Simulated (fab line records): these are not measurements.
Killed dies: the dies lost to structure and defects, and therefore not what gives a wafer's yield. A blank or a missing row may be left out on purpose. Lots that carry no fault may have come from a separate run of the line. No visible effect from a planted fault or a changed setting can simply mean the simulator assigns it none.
The same fault as seen by 2 desks -- flow nandHarc -- what lay behind the numbers comes last; until then each desk has only its own

AT THE TOOL OWNER'S DESK: lithoTrack-01
The tool's own readings at NHARC_A_SLIT_SOFTBAKE_04 (time 55 s): means of the sampled wafers that have a number, for each lot that ran on this tool. Any lot whose mean is over 4 standard deviations away from the usual mean is out of limits and marked OUT; that distance is given in the brackets.
Columns: A = heaterPowerTotalW at NHARC_A_SLIT_SOFTBAKE_04, usual 188.45 W
lot,first seen here,A
L765,day 24 06:00,188.33
L767,day 24 16:00,188.35
L768,day 25 12:00,193.17 (+34) OUT
L770,day 25 15:00,193.38 (+35) OUT
L773,day 27 11:00,193.14 (+33) OUT
Finding of this desk: L768, L770, L773 out of limits; the first was L768 at day 25 12:00, on heaterPowerTotalW at NHARC_A_SLIT_SOFTBAKE_04. Within limits: L765, L767.

FROM THE METROLOGY DESK
What the gauges read for every lot (on any tool): the sampled wafers with a number, averaged. Any lot whose mean is over 4 standard deviations away from the usual mean is out of limits and marked OUT; that distance is given in the brackets.
Columns: A = overlayXNm at NHARC_A_SGD_CUT_OVL_MEAS_10, usual -0.2 nm; B = overlayYNm at NHARC_A_SGD_CUT_OVL_MEAS_10, usual 0.3 nm
lot,first seen here,A,B
L755,day 18 20:44,0.8,-0.9
L757,day 20 04:34,-2.5,1.5
L758,day 20 21:14,-0.2,0.0
L762,day 22 16:56,0.2,0.7
L763,day 22 17:06,-0.6,1.8
L765,day 23 18:48,1.7,1.9
L767,day 24 05:53,-2.3,0.2
L768,day 25 01:08,-0.2,-0.3
L770,day 25 01:17,0.8,0.5
L773,day 27 00:33,0.0,1.0
L775,day 27 08:28,0.4,1.3
L776,day 27 19:55,-0.9,1.0
L778,day 29 01:04,-0.6,-0.3
This desk's verdict: no lot among the 13 shows anything out of limits.

TAKEN TOGETHER
On L768, L770, L773, at day 25 12:00, an alarm was possible from the tool owner's desk.
The metrology desk saw nothing out of limits.
The metrology desk holds a record of L768, L770, L773, inside its limits.
NHARC_A_SLIT_SOFTBAKE_04 was run on lithoTrack-01 by each of the lots named.

WHAT THE SIMULATOR HAD INSERTED
Process parameter drift: lithoTrack-01, from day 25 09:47 on, at NHARC_A_SLIT_SOFTBAKE_04. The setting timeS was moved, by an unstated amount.
Shown lots that were struck: L768, L770, L773.
Each desk's first reading out of limits, in hours after the fault started: the tool owner's desk, 2.
